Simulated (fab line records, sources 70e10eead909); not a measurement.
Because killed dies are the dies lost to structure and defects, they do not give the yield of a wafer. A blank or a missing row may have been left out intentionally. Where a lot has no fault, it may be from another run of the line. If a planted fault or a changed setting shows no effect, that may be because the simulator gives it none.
fab line records / flow nand_harc / part 2 of 2: steps 34 to 47 of 47
[record] lots = 5 wafers = 15 last_day = 32
route steps=1302 shown A_DECK1_JOINT@529 A_ONON_D2@545 A_CHANNEL_HOLE_D2@570
lots that met no fault: from a run of the same line without faults
start_h: start of the lot's first displayed wafer, in hours after the record's first day / wait_h: time in hours since the lot's previous step / " identical to the entry in the row above / L1.1+2: one row covering several wafers at once / - either no value or no given start / * or withheld: withheld / < > ~ a bound
route shown NAME@n: NAME is a module with steps in the file, n the number in the route of the first one / usual: the fault-free wafers' mean and standard deviation / same: alike in all rows / chamber/n: place in a boat / sites: per-site readings / _std_site: how widely they spread, as a standard deviation / _edge_site: outer sites' mean less inner sites' / radius_mm: for every site, how far away it sits from the centre of the wafer / mask NAME#n: copy n / behind: the most recent tool/chamber to have shaped the wafer / hold: the reason the lot was held/the length of the hold in hours/how it ended / device: the transistor (n, p or np) that didn't switch / end of line: the tests these same wafers got at the end of their route / for a step that has no rows: nothing shown but its recipe / killed: dies lost to structure and defects at the first sort, not the wafer's yield / map: per-die view of a wafer (x killed, . not killed, _ where there is no die)
set.NAME: setting as actually run; set.NAME@STEP: the setting as run at that earlier step / model.NAME: the simulator's own value behind a step, which no gauge read
certain route steps with their lots: each step a table, each wafer a row
services: from which hour (start_h, from the record's first day; less than 0 if before it) a tool's chamber was out of use, for how many hours, and why
[[steps]]
[step NHARC_A_ONON_D2_THK_MEAS_27]
[recipe] thk_meas_gauge = ellipsometry
[usual] thk_nm = 1001/14
lot.wafer=L079.1 tool=film_metro-02 chamber=- start_h=341.80 wait_h=- thk_nm=1008
lot.wafer=L079.2 tool=film_metro-02 chamber=- start_h=341.80 wait_h=- thk_nm=1008
lot.wafer=L079.3 tool=film_metro-02 chamber=- start_h=341.80 wait_h=- thk_nm=1008
lot.wafer=L080.1 tool=film_metro-01 chamber=- start_h=341.81 wait_h=- thk_nm=995
lot.wafer=L080.2 tool=film_metro-01 chamber=- start_h=341.81 wait_h=- thk_nm=993
lot.wafer=L080.5 tool=film_metro-01 chamber=- start_h=341.81 wait_h=- thk_nm=992
lot.wafer=L081.2 tool=film_metro-01 chamber=- start_h=366.58 wait_h=- thk_nm=1002
lot.wafer=L081.3 tool=film_metro-01 chamber=- start_h=366.58 wait_h=- thk_nm=1003
lot.wafer=L081.6 tool=film_metro-01 chamber=- start_h=366.58 wait_h=- thk_nm=1003
lot.wafer=L083.2 tool=film_metro-01 chamber=- start_h=382.44 wait_h=- thk_nm=1007
lot.wafer=L083.4 tool=film_metro-01 chamber=- start_h=382.44 wait_h=- thk_nm=1007
lot.wafer=L083.5 tool=film_metro-01 chamber=- start_h=382.44 wait_h=- thk_nm=1006
lot.wafer=L094.1 tool=film_metro-01 chamber=- start_h=486.25 wait_h=- thk_nm=1011
lot.wafer=L094.2 tool=film_metro-01 chamber=- start_h=486.25 wait_h=- thk_nm=1012
lot.wafer=L094.4 tool=film_metro-01 chamber=- start_h=486.25 wait_h=- thk_nm=1011
[step NHARC_A_ONON_D2_DEP_28]
[recipe] target_thk_a = 10000 n2_flow_sccm = 2750 n2o_flow_sccm = 2000 nh3_flow_sccm = 500 sih4_flow_sccm = 210 temp_c = 400
lot.wafer=L079.1+2+3 tool=pecvd_onon-01 chamber=0 start_h=341.86 wait_h=0.1
lot.wafer=L080.1+2+5 tool=pecvd_onon-03 chamber=0 start_h=341.86 wait_h=0.1
lot.wafer=L081.2+3+6 tool=pecvd_onon-04 chamber=0 start_h=366.70 wait_h=0.1
lot.wafer=L083.2+4+5 tool=pecvd_onon-04 chamber=0 start_h=382.55 wait_h=0.1
lot.wafer=L094.1+2+4 tool=pecvd_onon-01 chamber=0 start_h=486.31 wait_h=0.1
[step NHARC_A_ONON_D2_THK_MEAS_30]
[recipe] thk_meas_gauge = ellipsometry
[usual] thk_nm = 998/9.2
lot.wafer=L079.1 tool=film_metro-02 chamber=- start_h=342.37 wait_h=- thk_nm=996
lot.wafer=L079.2 tool=film_metro-02 chamber=- start_h=342.37 wait_h=- thk_nm=999
lot.wafer=L079.3 tool=film_metro-02 chamber=- start_h=342.37 wait_h=- thk_nm=997
lot.wafer=L080.1 tool=film_metro-01 chamber=- start_h=342.38 wait_h=- thk_nm=1004
lot.wafer=L080.2 tool=film_metro-01 chamber=- start_h=342.38 wait_h=- thk_nm=1005
lot.wafer=L080.5 tool=film_metro-01 chamber=- start_h=342.38 wait_h=- thk_nm=1005
lot.wafer=L081.2 tool=film_metro-01 chamber=- start_h=367.15 wait_h=- thk_nm=1019
lot.wafer=L081.3 tool=film_metro-01 chamber=- start_h=367.15 wait_h=- thk_nm=1019
lot.wafer=L081.6 tool=film_metro-01 chamber=- start_h=367.15 wait_h=- thk_nm=1019
lot.wafer=L083.2 tool=film_metro-01 chamber=- start_h=383.01 wait_h=- thk_nm=998
lot.wafer=L083.4 tool=film_metro-01 chamber=- start_h=383.01 wait_h=- thk_nm=998
lot.wafer=L083.5 tool=film_metro-01 chamber=- start_h=383.01 wait_h=- thk_nm=999
lot.wafer=L094.1 tool=film_metro-01 chamber=- start_h=486.82 wait_h=- thk_nm=1004
lot.wafer=L094.2 tool=film_metro-01 chamber=- start_h=486.82 wait_h=- thk_nm=1005
lot.wafer=L094.4 tool=film_metro-01 chamber=- start_h=486.82 wait_h=- thk_nm=1007
[step NHARC_A_ONON_D2_DEP_33]
[recipe] target_thk_a = 2000 temp_c = 400 pressure_torr = 6.5 rf_w = 900 teos_flow_sccm = 161.4 flow_sccm = 2650 target_thk_nm = 200 gas = O2 material = SiO2
[usual] flow_sccm = 2650/7.5 heater_power_w = 567/96 throttle_valve_pct = 16.5/0.63
lot.wafer=L079.2 tool=pecvd-04 chamber=1 start_h=342.42 wait_h=0.1 flow_sccm=2639 heater_power_w=610 throttle_valve_pct=16.5
lot.wafer=L079.1 tool=pecvd-04 chamber=2 start_h=342.42 wait_h=0.1 flow_sccm=2650 heater_power_w=653 throttle_valve_pct=15.9
lot.wafer=L079.3 tool=pecvd-04 chamber=0 start_h=342.42 wait_h=0.1 flow_sccm=2647 heater_power_w=607 throttle_valve_pct=17.2
lot.wafer=L080.1 tool=pecvd-01 chamber=0 start_h=342.43 wait_h=0.1 flow_sccm=2650 heater_power_w=725 throttle_valve_pct=17.1
lot.wafer=L080.2 tool=pecvd-01 chamber=1 start_h=342.43 wait_h=0.1 flow_sccm=2636 heater_power_w=564 throttle_valve_pct=16.2
lot.wafer=L080.5 tool=pecvd-01 chamber=2 start_h=342.43 wait_h=0.1 flow_sccm=2649 heater_power_w=460 throttle_valve_pct=16.4
lot.wafer=L081.3 tool=pecvd-01 chamber=1 start_h=367.21 wait_h=0.1 flow_sccm=2660 heater_power_w=586 throttle_valve_pct=16.1
lot.wafer=L081.2 tool=pecvd-01 chamber=2 start_h=367.21 wait_h=0.1 flow_sccm=2642 heater_power_w=389 throttle_valve_pct=16.8
lot.wafer=L081.6 tool=pecvd-01 chamber=1 start_h=367.21 wait_h=0.1 flow_sccm=2660 heater_power_w=602 throttle_valve_pct=16.3
lot.wafer=L083.2 tool=pecvd-01 chamber=1 start_h=383.11 wait_h=0.1 flow_sccm=2638 heater_power_w=589 throttle_valve_pct=15.9
lot.wafer=L083.5 tool=pecvd-01 chamber=1 start_h=383.11 wait_h=0.1 flow_sccm=2635 heater_power_w=568 throttle_valve_pct=16.0
lot.wafer=L083.4 tool=pecvd-01 chamber=2 start_h=383.11 wait_h=0.1 flow_sccm=2643 heater_power_w=470 throttle_valve_pct=16.9
lot.wafer=L094.2 tool=pecvd-04 chamber=2 start_h=486.88 wait_h=0.1 flow_sccm=2658 heater_power_w=630 throttle_valve_pct=15.8
lot.wafer=L094.1 tool=pecvd-04 chamber=1 start_h=486.88 wait_h=0.1 flow_sccm=2645 heater_power_w=554 throttle_valve_pct=16.5
lot.wafer=L094.4 tool=pecvd-04 chamber=2 start_h=486.88 wait_h=0.1 flow_sccm=2645 heater_power_w=645 throttle_valve_pct=16.1
[step NHARC_A_ONON_D2_THK_MEAS_34]
[recipe] thk_meas_gauge = ellipsometry
[usual] thk_nm = 200.3/2.9
lot.wafer=L079.1 tool=film_metro-02 chamber=- start_h=342.84 wait_h=- thk_nm=201.3
lot.wafer=L079.2 tool=film_metro-02 chamber=- start_h=342.84 wait_h=- thk_nm=204.0
lot.wafer=L079.3 tool=film_metro-02 chamber=- start_h=342.84 wait_h=- thk_nm=197.2
lot.wafer=L080.1 tool=film_metro-01 chamber=- start_h=342.85 wait_h=- thk_nm=194.5
lot.wafer=L080.2 tool=film_metro-01 chamber=- start_h=342.85 wait_h=- thk_nm=197.2
lot.wafer=L080.5 tool=film_metro-01 chamber=- start_h=342.85 wait_h=- thk_nm=200.4
lot.wafer=L081.2 tool=film_metro-01 chamber=- start_h=367.62 wait_h=- thk_nm=203.2
lot.wafer=L081.3 tool=film_metro-01 chamber=- start_h=367.62 wait_h=- thk_nm=193.6
lot.wafer=L081.6 tool=film_metro-01 chamber=- start_h=367.62 wait_h=- thk_nm=200.5
lot.wafer=L083.2 tool=film_metro-01 chamber=- start_h=383.48 wait_h=- thk_nm=198.4
lot.wafer=L083.4 tool=film_metro-01 chamber=- start_h=383.48 wait_h=- thk_nm=201.2
lot.wafer=L083.5 tool=film_metro-01 chamber=- start_h=383.48 wait_h=- thk_nm=199.3
lot.wafer=L094.1 tool=film_metro-01 chamber=- start_h=487.28 wait_h=- thk_nm=197.9
lot.wafer=L094.2 tool=film_metro-01 chamber=- start_h=487.28 wait_h=- thk_nm=194.5
lot.wafer=L094.4 tool=film_metro-01 chamber=- start_h=487.28 wait_h=- thk_nm=197.7
[step NHARC_A_ONON_D2_INSPECT_32]
[usual] raw_defect_count = 377/150
lot.wafer=L079.1 tool=defect_inspect-02 chamber=- start_h=342.90 wait_h=0.0 raw_defect_count=211
lot.wafer=L079.2 tool=defect_inspect-02 chamber=- start_h=342.90 wait_h=0.0 raw_defect_count=313
lot.wafer=L079.3 tool=defect_inspect-02 chamber=- start_h=342.90 wait_h=0.0 raw_defect_count=243
lot.wafer=L080.1 tool=defect_inspect-02 chamber=- start_h=342.91 wait_h=0.0 raw_defect_count=293
lot.wafer=L080.2 tool=defect_inspect-02 chamber=- start_h=342.91 wait_h=0.0 raw_defect_count=288
lot.wafer=L080.5 tool=defect_inspect-02 chamber=- start_h=342.91 wait_h=0.0 raw_defect_count=268
lot.wafer=L081.2 tool=defect_inspect-01 chamber=- start_h=367.69 wait_h=0.0 raw_defect_count=438
lot.wafer=L081.3 tool=defect_inspect-01 chamber=- start_h=367.69 wait_h=0.0 raw_defect_count=473
lot.wafer=L081.6 tool=defect_inspect-01 chamber=- start_h=367.69 wait_h=0.0 raw_defect_count=386
lot.wafer=L083.2 tool=defect_inspect-02 chamber=- start_h=383.54 wait_h=0.0 raw_defect_count=515
lot.wafer=L083.4 tool=defect_inspect-02 chamber=- start_h=383.54 wait_h=0.0 raw_defect_count=681
lot.wafer=L083.5 tool=defect_inspect-02 chamber=- start_h=383.54 wait_h=0.0 raw_defect_count=691
lot.wafer=L094.1 tool=defect_inspect-01 chamber=- start_h=487.37 wait_h=0.0 raw_defect_count=480
lot.wafer=L094.2 tool=defect_inspect-01 chamber=- start_h=487.37 wait_h=0.0 raw_defect_count=331
lot.wafer=L094.4 tool=defect_inspect-01 chamber=- start_h=487.37 wait_h=0.0 raw_defect_count=291
[step NHARC_A_CHANNEL_HOLE_D2_DEP_00]
[recipe] target_thk_a = 31000 temp_c = 400 material = aC
[usual] throttle_valve_pct = 35.000/0.009
lot.wafer=L079.1 tool=acl_dep-03 chamber=0 start_h=343.58 wait_h=0.7 throttle_valve_pct=34.993
lot.wafer=L079.2 tool=acl_dep-03 chamber=0 start_h=343.58 wait_h=0.7 throttle_valve_pct=35.005
lot.wafer=L079.3 tool=acl_dep-03 chamber=0 start_h=343.58 wait_h=0.7 throttle_valve_pct=35.005
lot.wafer=L080.1 tool=acl_dep-02 chamber=0 start_h=344.46 wait_h=1.6 throttle_valve_pct=34.989
lot.wafer=L080.2 tool=acl_dep-02 chamber=0 start_h=344.46 wait_h=1.6 throttle_valve_pct=35.020
lot.wafer=L080.5 tool=acl_dep-02 chamber=0 start_h=344.46 wait_h=1.6 throttle_valve_pct=35.025
lot.wafer=L081.2 tool=acl_dep-03 chamber=0 start_h=368.20 wait_h=0.5 throttle_valve_pct=34.998
lot.wafer=L081.3 tool=acl_dep-03 chamber=0 start_h=368.20 wait_h=0.5 throttle_valve_pct=34.997
lot.wafer=L081.6 tool=acl_dep-03 chamber=0 start_h=368.20 wait_h=0.5 throttle_valve_pct=34.991
lot.wafer=L083.2 tool=acl_dep-03 chamber=0 start_h=385.21 wait_h=1.7 throttle_valve_pct=34.995
lot.wafer=L083.4 tool=acl_dep-03 chamber=0 start_h=385.21 wait_h=1.7 throttle_valve_pct=35.002
lot.wafer=L083.5 tool=acl_dep-03 chamber=0 start_h=385.21 wait_h=1.7 throttle_valve_pct=34.992
lot.wafer=L094.1 tool=acl_dep-02 chamber=0 start_h=490.13 wait_h=2.8 throttle_valve_pct=34.987
lot.wafer=L094.2 tool=acl_dep-02 chamber=0 start_h=490.13 wait_h=2.8 throttle_valve_pct=35.007
lot.wafer=L094.4 tool=acl_dep-02 chamber=0 start_h=490.13 wait_h=2.8 throttle_valve_pct=35.001
[step NHARC_A_CHANNEL_HOLE_D2_DEP_01]
[recipe] target_thk_a = 1400 target_thk_nm = 140 temp_c = 400 pressure_torr = 3.5 flow_sccm = 200 rf_w = 350 material = SiON
[usual] heater_power_w = 739/84
lot.wafer=L079.2 tool=pecvd-01 chamber=0 start_h=345.50 wait_h=1.3 heater_power_w=800
lot.wafer=L079.3 tool=pecvd-01 chamber=1 start_h=345.50 wait_h=1.3 heater_power_w=654
lot.wafer=L079.1 tool=pecvd-01 chamber=2 start_h=345.50 wait_h=1.3 heater_power_w=641
lot.wafer=L080.1 tool=pecvd-03 chamber=2 start_h=346.42 wait_h=1.6 heater_power_w=691
lot.wafer=L080.2 tool=pecvd-03 chamber=0 start_h=346.42 wait_h=1.6 heater_power_w=671
lot.wafer=L080.5 tool=pecvd-03 chamber=1 start_h=346.42 wait_h=1.6 heater_power_w=852
lot.wafer=L081.2 tool=pecvd-01 chamber=2 start_h=369.93 wait_h=1.4 heater_power_w=645
lot.wafer=L081.3 tool=pecvd-01 chamber=0 start_h=369.93 wait_h=1.4 heater_power_w=866
lot.wafer=L081.6 tool=pecvd-01 chamber=1 start_h=369.93 wait_h=1.4 heater_power_w=780
lot.wafer=L083.2 tool=pecvd-02 chamber=2 start_h=386.82 wait_h=1.3 heater_power_w=715
lot.wafer=L083.5 tool=pecvd-02 chamber=2 start_h=386.82 wait_h=1.3 heater_power_w=709
lot.wafer=L083.4 tool=pecvd-02 chamber=0 start_h=386.82 wait_h=1.3 heater_power_w=784
lot.wafer=L094.1 tool=pecvd-02 chamber=1 start_h=492.07 wait_h=1.6 heater_power_w=848
lot.wafer=L094.2 tool=pecvd-02 chamber=0 start_h=492.07 wait_h=1.6 heater_power_w=732
lot.wafer=L094.4 tool=pecvd-02 chamber=2 start_h=492.07 wait_h=1.6 heater_power_w=772
[step NHARC_A_CHANNEL_HOLE_D2_DEHYDRATE_02]
[recipe] temp_c = 150 time_s = 120
lot.wafer=L079.1+2+3 tool=litho_track-04 chamber=0 start_h=345.77 wait_h=0.2
lot.wafer=L080.1+2+5 tool=litho_track-06 chamber=0 start_h=346.66 wait_h=0.2
lot.wafer=L081.2+3+6 tool=litho_track-01 chamber=0 start_h=370.20 wait_h=0.2
lot.wafer=L083.2+4+5 tool=litho_track-04 chamber=0 start_h=387.09 wait_h=0.2
lot.wafer=L094.1+2+4 tool=litho_track-01 chamber=0 start_h=492.34 wait_h=0.2
[step NHARC_A_CHANNEL_HOLE_D2_HMDS_03]
[recipe] time_s = 30
lot.wafer=L079.1+2+3 tool=litho_track-04 chamber=0 start_h=- wait_h=-
lot.wafer=L080.1+2+5 tool=litho_track-06 chamber=0 start_h=- wait_h=-
lot.wafer=L081.2+3+6 tool=litho_track-01 chamber=0 start_h=- wait_h=-
lot.wafer=L083.2+4+5 tool=litho_track-04 chamber=0 start_h=- wait_h=-
lot.wafer=L094.1+2+4 tool=litho_track-01 chamber=0 start_h=- wait_h=-
[step NHARC_A_CHANNEL_HOLE_D2_COAT_36]
[recipe] temp_c = 260 time_s = 75
lot.wafer=L079.1+2+3 tool=litho_track-04 chamber=0 start_h=- wait_h=-
lot.wafer=L080.1+2+5 tool=litho_track-06 chamber=0 start_h=- wait_h=-
lot.wafer=L081.2+3+6 tool=litho_track-01 chamber=0 start_h=- wait_h=-
lot.wafer=L083.2+4+5 tool=litho_track-04 chamber=0 start_h=- wait_h=-
lot.wafer=L094.1+2+4 tool=litho_track-01 chamber=0 start_h=- wait_h=-
[step NHARC_A_CHANNEL_HOLE_D2_COAT_37]
[recipe] temp_c = 225 time_s = 65
lot.wafer=L079.1+2+3 tool=litho_track-04 chamber=0 start_h=- wait_h=-
lot.wafer=L080.1+2+5 tool=litho_track-06 chamber=0 start_h=- wait_h=-
lot.wafer=L081.2+3+6 tool=litho_track-01 chamber=0 start_h=- wait_h=-
lot.wafer=L083.2+4+5 tool=litho_track-04 chamber=0 start_h=- wait_h=-
lot.wafer=L094.1+2+4 tool=litho_track-01 chamber=0 start_h=- wait_h=-
[step NHARC_A_CHANNEL_HOLE_D2_COAT_04]
[recipe] spin_rpm = 1500 resist_thk_nm = 90
lot.wafer=L079.1+2+3 tool=litho_track-04 chamber=0 start_h=- wait_h=-
lot.wafer=L080.1+2+5 tool=litho_track-06 chamber=0 start_h=- wait_h=-
lot.wafer=L081.2+3+6 tool=litho_track-01 chamber=0 start_h=- wait_h=-
lot.wafer=L083.2+4+5 tool=litho_track-04 chamber=0 start_h=- wait_h=-
lot.wafer=L094.1+2+4 tool=litho_track-01 chamber=0 start_h=- wait_h=-
[step NHARC_A_CHANNEL_HOLE_D2_SOFTBAKE_05]
[recipe] temp_c = 105 time_s = 55
lot.wafer=L079.1+2+3 tool=litho_track-04 chamber=0 start_h=- wait_h=-
lot.wafer=L080.1+2+5 tool=litho_track-06 chamber=0 start_h=- wait_h=-
lot.wafer=L081.2+3+6 tool=litho_track-01 chamber=0 start_h=- wait_h=-
lot.wafer=L083.2+4+5 tool=litho_track-04 chamber=0 start_h=- wait_h=-
lot.wafer=L094.1+2+4 tool=litho_track-01 chamber=0 start_h=- wait_h=-
[[services]]
tool=pecvd-02 chamber=- start_h=285.18 hours=0.6 kind=repair
tool=wet_bench-02 chamber=- start_h=294.72 hours=2.0 kind=repair
tool=fcvd-01 chamber=- start_h=295.83 hours=3.4 kind=repair
tool=furnace-03 chamber=- start_h=296.09 hours=26.0 kind=pm
tool=pecvd-01 chamber=0 start_h=306.66 hours=12.2 kind=repair
tool=pecvd_onon-04 chamber=- start_h=311.14 hours=13.0 kind=pm
tool=pecvd-01 chamber=- start_h=311.19 hours=13.0 kind=pm
tool=wet_bench-02 chamber=- start_h=322.56 hours=1.0 kind=repair
tool=pecvd-01 chamber=2 start_h=327.54 hours=4.1 kind=repair
tool=litho_track-01 chamber=- start_h=330.00 hours=7.0 kind=pm
tool=fcvd-01 chamber=- start_h=341.07 hours=0.7 kind=repair
tool=litho_track-06 chamber=- start_h=354.00 hours=7.0 kind=pm
tool=fcvd-01 chamber=- start_h=366.00 hours=13.0 kind=pm
tool=litho_track-04 chamber=- start_h=378.00 hours=7.0 kind=pm
tool=wet_bench-03 chamber=- start_h=386.40 hours=8.0 kind=pm
tool=fcvd-01 chamber=1 start_h=390.97 hours=7.7 kind=repair
tool=pecvd_onon-03 chamber=- start_h=408.00 hours=13.0 kind=pm
tool=pecvd-02 chamber=- start_h=408.10 hours=13.0 kind=pm
tool=wet_bench-02 chamber=- start_h=420.00 hours=8.0 kind=pm
tool=wet_bench-05 chamber=- start_h=436.88 hours=8.0 kind=pm
tool=pecvd-01 chamber=1 start_h=444.41 hours=4.9 kind=repair
tool=pecvd_onon-01 chamber=- start_h=450.02 hours=13.0 kind=pm
tool=pecvd-01 chamber=0 start_h=453.14 hours=2.7 kind=repair
tool=pecvd-01 chamber=- start_h=492.19 hours=13.0 kind=pm
